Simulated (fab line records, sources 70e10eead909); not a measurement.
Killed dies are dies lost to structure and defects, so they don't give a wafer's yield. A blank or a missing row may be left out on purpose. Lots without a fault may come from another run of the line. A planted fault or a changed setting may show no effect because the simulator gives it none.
fab line records | flow nand_harc | part 2 of 2: steps 5 to 6 of 6
record lots=23 wafers=69 last_day=33
route steps=1302 shown A_SGD_CUT@906 A_SLIT@934
lots that met no fault: from a run of the same line without faults
start_h: hours from the record's first day to the start of the lot's first wafer shown | wait_h: hours since the lot's step before | " the same as in the row above | L1.1+2: a row that stands for several wafers | - no value, or no start given | * or withheld: withheld | < > ~ a bound
route shown NAME@n: a module of which the file shows steps, and the number in the route of the first | usual: mean/standard deviation of fault-free wafers | same: alike in all rows | chamber/n: place in a boat | sites: the reading at each site | _std_site: their standard deviation | _edge_site: outer sites' mean less inner sites' | radius_mm: how far each site lies from the wafer's centre | mask NAME#n: copy n | behind: the tool/chamber that last shaped the wafer | hold: why the lot was held/for how many hours/how that ended | device: the transistor (n, p or np) that didn't switch | end of line: the same wafers' tests at the end of the route | a step without rows: its recipe alone | killed: dies lost to structure and defects at the first sort, not the wafer's yield | map: a wafer's dies, x killed, . not, _ none there
set.NAME: the setting as run; set.NAME@STEP: as run at that earlier step | model.NAME: the simulator's own value behind a step, which no gauge read
steps of the route over a sample of lots; a table a step, a row a wafer
services: from which hour (start_h, from the record's first day; less than 0 if before it) a tool's chamber was out of use, for how many hours, and why
## steps
# step NHARC_A_SLIT_ETCH_26
# recipe bias_v=400 source_w=2000 pressure_mtorr=25 time_s=90 ar_flow_sccm=375 c4f8_flow_sccm=41.7 o2_flow_sccm=83.3 target_depth_a=4000 chemistry=C4F8/O2/Ar
# usual c4f8_flow_sccm=41.70/0.12 drypump_motor_current_A=5.3/0.46 showerhead_plenum_p_Torr=3.70/0.18 throttle_valve_pct=27.620/0.0097
# columns lot.wafer tool chamber start_h wait_h c4f8_flow_sccm drypump_motor_current_A rf_hours_counter_h showerhead_plenum_p_Torr throttle_valve_pct
L074.3 har_etch-02 0 465.81 1.9 41.60 4.9 - 3.96 27.617
L074.4 " 1 " " 41.44 5.8 - 3.72 27.632
L074.5 " 0 " " 41.80 4.9 - 3.96 27.616
L075.1 har_etch-01 1 477.06 2.5 41.69 4.7 261 3.61 27.620
L075.4 " 0 " " 41.65 5.6 - 3.46 27.623
L075.5 " 0 " " 41.82 5.6 - 3.46 27.641
L076.1 har_etch-01 1 483.82 2.5 41.64 4.8 264 3.61 27.630
L076.4 " 0 " " 41.60 5.6 - 3.46 27.611
L076.3 " 1 " " 41.53 4.8 - 3.61 27.627
L078.1 har_etch-02 0 493.38 3.0 41.55 4.9 61 3.95 27.629
L078.4 " 1 " " 41.38 5.8 - 3.71 27.603
L078.6 " 0 " " 41.74 4.9 - 3.95 27.613
L077.2 har_etch-01 0 495.19 2.4 41.72 5.6 272 3.45 27.628
L077.4 " 0 " " 41.53 5.6 - 3.45 27.611
L077.6 " 1 " " 41.86 4.8 - 3.60 27.615
L079.1 har_etch-02 1 497.30 3.0 41.66 5.9 64 3.71 27.626
L079.2 " 0 " " 41.93 4.9 64 3.94 27.624
L079.6 " 0 " " 41.97 4.9 - 3.94 27.606
L081.1 har_etch-01 1 519.80 2.5 41.61 4.8 287 3.59 27.622
L081.3 " 1 " " 41.54 4.8 - 3.59 27.611
L081.5 " 1 " " 41.77 4.8 - 3.59 27.635
L082.1 har_etch-01 0 540.92 2.4 41.71 5.6 295 3.44 27.637
L082.3 " 1 " " 41.79 4.8 - 3.59 27.616
L082.4 " 0 " " 41.62 5.6 - 3.44 27.644
L084.1 har_etch-02 1 560.85 2.5 41.58 5.9 99 3.69 27.608
L084.4 " 0 " " 41.68 5.0 - 3.92 27.613
L084.3 " 1 " " 41.75 5.8 - 3.69 27.616
L085.2 har_etch-01 0 561.75 3.0 41.53 5.6 310 3.43 27.627
L085.3 " 0 " " 41.61 5.6 - 3.43 27.621
L085.6 " 1 " " 41.58 4.8 - 3.58 27.611
L083.2 har_etch-02 1 564.64 2.4 41.53 5.9 103 3.68 27.614
L083.4 " 0 " " 41.81 4.9 - 3.92 27.624
L083.5 " 0 " " 41.85 4.9 - 3.92 27.626
L086.1 har_etch-01 1 592.64 3.0 41.84 4.8 326 3.57 27.627
L086.4 " 1 " " 41.69 4.8 - 3.57 27.622
L086.6 " 0 " " 41.72 5.6 - 3.42 27.620
L087.1 har_etch-02 0 597.88 2.5 41.77 4.9 118 3.91 27.613
L087.3 " 1 " " 41.77 5.9 - 3.68 27.618
L087.4 " 0 " " 41.70 4.9 - 3.91 27.615
L088.4 har_etch-01 1 598.04 1.9 41.58 4.7 - 3.57 27.622
L088.3 " 0 " " 41.91 5.6 - 3.42 27.630
L088.6 " 1 " " 41.83 4.8 - 3.57 27.597
L089.2 har_etch-02 0 601.68 3.0 41.68 4.9 122 3.91 27.621
L089.1 " 1 " " 41.88 5.9 122 3.67 27.620
L089.6 " 0 " " 41.59 4.9 - 3.91 27.604
L090.4 har_etch-02 0 610.65 1.9 41.54 5.0 - 3.90 27.634
L090.3 " 1 " " 41.81 5.9 - 3.67 27.616
L090.5 " 1 " " 41.67 5.9 - 3.67 27.620
L092.1 har_etch-02 1 625.74 3.1 41.83 5.9 141 3.66 27.616
L092.2 " 0 " " 41.57 4.9 141 3.90 27.622
L092.6 " 0 " " 41.64 4.9 - 3.90 27.626
L091.1 har_etch-01 1 626.35 3.1 41.64 4.7 352 3.56 27.619
L091.2 " 0 " " 41.76 5.6 337 3.98 27.637
L091.6 " 0 " " 41.65 5.6 - 3.98 27.616
L093.1 har_etch-02 0 640.13 2.5 41.66 4.9 148 3.89 27.629
L093.6 " 1 " " 41.84 5.9 - 3.66 27.611
L093.5 " 0 " " 41.74 4.9 - 3.89 27.618
L095.1 har_etch-01 0 659.13 2.5 41.73 5.6 352 3.97 27.627
L095.3 " 1 " " 41.68 4.8 - 3.55 27.616
L095.5 " 0 " " 41.70 5.6 - 3.97 27.619
L096.2 har_etch-02 1 659.15 3.1 41.54 5.9 160 3.65 27.624
L096.1 " 0 " " 41.84 4.9 160 3.89 27.616
L096.4 " 1 " " 41.66 5.9 - 3.65 27.626
L094.1 har_etch-02 1 670.12 2.5 41.79 5.9 167 3.65 27.644
L094.4 " 0 " " 41.86 5.0 - 3.88 27.611
L094.6 " 0 " " 41.72 5.0 - 3.88 27.613
L097.1 har_etch-01 0 685.08 2.5 41.84 5.6 368 3.96 27.634
L097.4 " 1 " " 41.79 4.8 - 3.54 27.626
L097.6 " 0 " " 41.66 5.6 - 3.96 27.625
# step NHARC_A_SLIT_STRIP_18
# recipe o2_flow_sccm=500 ar_flow_sccm=0 bias_w=0 chemistry=O2
# usual drypump_motor_current_A=5.9/0.51 oes_product_au=1.004/0.016 rf_vpp_V=57.9/0.87 showerhead_plenum_p_Torr=3.58/0.15 throttle_valve_pct=17.036/0.0098
# columns lot.wafer tool chamber start_h wait_h drypump_motor_current_A oes_product_au rf_hours_counter_h rf_vpp_V showerhead_plenum_p_Torr throttle_valve_pct
L074.3 rie_diel-05 0 - - 5.2 1.016 3.6 58.2 3.67 17.040
L074.4 " 1 " " 5.7 1.018 2.7 59.7 3.68 17.041
L074.5 " 0 " " 5.2 1.030 - 58.0 3.67 17.032
L075.4 rie_diel-13 2 - - 6.1 1.033 5.8 57.2 3.59 17.044
L075.1 " 3 " " 6.3 0.988 9.2 58.1 3.44 17.044
L075.5 " 2 " " 6.1 1.029 - 57.3 3.59 17.032
L076.1 rie_diel-02 2 - - 5.7 1.008 3.3 59.2 3.74 17.030
L076.3 " 0 " " 6.7 0.973 3.5 56.9 3.40 17.030
L076.4 " 1 " " 4.9 0.991 3.4 56.2 3.37 17.033
L078.1 rie_diel-02 0 - - 6.7 0.977 3.8 56.5 3.40 17.047
L078.4 " 3 " " 5.6 1.006 3.5 57.1 3.44 17.025
L078.6 " 1 " " 5.0 0.978 - 57.1 3.37 17.036
L077.2 rie_diel-13 1 - - 5.9 1.000 9.7 58.7 3.52 17.023
L077.4 " 2 " " 6.1 1.037 7.4 58.3 3.59 17.038
L077.6 " 0 " " 5.8 1.009 - 57.9 3.75 17.047
L079.1 rie_diel-05 1 - - 5.7 1.021 5.7 59.2 3.67 17.020
L079.2 " 2 " " 6.0 1.019 4.5 58.3 3.78 17.031
L079.6 " 0 " " 5.2 1.029 - 57.6 3.67 17.053
L081.1 rie_diel-02 3 - - 5.6 1.013 5.3 56.1 3.44 17.042
L081.3 " 1 " " 4.9 0.985 5.3 56.5 3.37 17.043
L081.5 " 3 " " 5.6 1.014 - 57.3 3.44 17.042
L082.4 rie_diel-05 1 - - 5.7 1.022 6.7 58.3 3.67 17.040
L082.3 " 2 " " 6.0 1.031 5.7 58.2 3.78 17.031
L082.1 " 3 " " 6.7 1.013 7.4 57.2 3.61 17.030
L084.4 rie_diel-05 3 - - 6.7 1.024 8.4 57.2 3.61 17.045
L084.3 " 0 " " 5.2 1.038 8.7 58.7 3.67 17.051
L084.1 " 1 " " 5.7 1.020 8.1 59.6 3.67 17.015
L085.2 rie_diel-02 3 - - 5.6 1.012 6.8 58.9 3.44 17.037
L085.3 " 1 " " 5.0 0.998 7.6 56.9 3.36 17.022
L085.6 " 1 " " 5.0 0.985 - 56.5 3.36 17.042
L083.2 rie_diel-02 3 - - 5.6 1.005 6.9 56.8 3.44 17.041
L083.4 " 2 " " 5.8 0.994 - 56.3 3.74 17.033
L083.5 " 3 " " 5.6 1.012 - 57.8 3.44 17.054
L086.1 rie_diel-02 0 - - 6.7 0.992 1.7 57.4 3.40 17.042
L086.4 " 2 " " 5.8 1.017 1.7 58.6 3.73 17.040
L086.6 " 1 " " 5.0 1.006 - 57.6 3.36 17.025
L087.3 rie_diel-13 2 - - 6.2 1.028 4.0 58.2 3.59 17.053
L087.4 " 3 " " 6.3 0.987 4.3 56.9 3.44 17.024
L087.1 " 0 " " 5.8 1.013 4.3 59.0 3.75 17.027
L088.4 rie_diel-02 2 - - 5.8 1.021 1.8 59.7 3.73 17.038
L088.3 " 0 " " 6.7 0.985 1.8 58.3 3.40 17.028
L088.6 " 3 " " 5.6 1.006 - 57.8 3.44 17.045
L089.2 rie_diel-05 1 - - 5.7 1.000 1.1 57.9 3.67 17.047
L089.1 " 3 " " 6.7 1.001 0.6 58.1 3.61 17.046
L089.6 " 1 " " 5.7 0.995 - 59.3 3.67 17.026
L090.3 rie_diel-02 2 - - 5.8 1.025 2.0 57.4 3.73 17.023
L090.4 " 3 " " 5.6 1.005 3.1 57.3 3.43 17.050
L090.5 " 1 " " 4.9 0.984 - 56.9 3.36 17.037
L092.1 rie_diel-02 0 - - 6.7 0.997 3.4 58.4 3.40 17.043
L092.2 " 1 " " 4.9 0.987 3.3 56.9 3.36 17.035
L092.6 " 0 " " 6.7 0.983 - 57.7 3.40 17.022
L091.2 rie_diel-05 2 - - 6.0 1.004 2.1 57.1 3.78 17.046
L091.1 " 3 " " 6.8 0.994 2.3 57.3 3.61 17.037
L091.6 " 1 " " 5.7 0.987 - 58.2 3.67 17.023
L093.1 rie_diel-05 3 - - 6.8 1.004 2.6 58.5 3.61 17.041
L093.6 " 1 " " 5.7 0.992 - 58.7 3.67 17.047
L093.5 " 2 " " 6.0 1.000 - 58.2 3.78 17.035
L095.3 rie_diel-05 2 - - 6.0 1.028 2.9 58.7 3.78 17.036
L095.1 " 3 " " 6.8 1.014 3.0 58.4 3.61 17.041
L095.5 " 2 " " 6.0 1.028 - 58.1 3.78 17.028
L096.4 rie_diel-02 1 - - 4.9 0.984 6.5 57.2 3.36 17.049
L096.2 " 3 " " 5.7 1.000 5.8 57.0 3.43 17.040
L096.1 " 0 " " 6.6 1.001 6.6 56.2 3.40 17.050
L094.1 rie_diel-13 1 - - 5.9 0.976 7.6 57.5 3.51 17.035
L094.4 " 2 " " 6.1 1.018 7.2 58.5 3.59 17.025
L094.6 " 3 " " 6.4 0.973 - 58.3 3.44 17.018
L097.1 rie_diel-13 0 - - 5.8 1.007 7.7 57.8 3.75 17.044
L097.4 " 2 " " 6.1 1.017 8.4 57.2 3.58 17.032
L097.6 " 0 " " 5.8 1.008 - 58.4 3.75 17.037
## services
# columns tool chamber start_h hours kind
rie_diel-13 2 437.85 14.3 repair
rie_diel-02 1 446.25 15.4 repair
rie_diel-07 - 471.24 9.0 pm
rie_diel-05 2 471.26 8.1 repair
rie_diel-05 0 475.78 2.6 repair
rie_diel-05 3 491.19 23.6 repair
rie_diel-13 - 519.49 9.0 pm
har_etch-01 - 521.37 3.6 repair
rie_diel-04 - 531.91 9.0 pm
rie_diel-05 - 537.40 0.3 repair
rie_diel-02 0 562.49 9.7 repair
rie_diel-02 - 570.72 9.0 pm
rie_diel-13 0 578.82 9.6 repair
rie_diel-05 - 584.05 9.0 pm
rie_diel-13 - 595.44 0.9 repair
rie_diel-10 - 596.50 9.0 pm
rie_diel-02 2 603.56 2.1 repair
rie_diel-10 1 617.49 7.7 repair
rie_diel-10 3 626.86 4.2 repair
rie_diel-02 3 649.09 6.9 repair
rie_diel-05 1 649.82 10.9 repair
rie_diel-13 0 656.14 4.3 repair
rie_diel-05 1 666.86 3.9 repair
rie_diel-05 0 680.12 10.7 repair
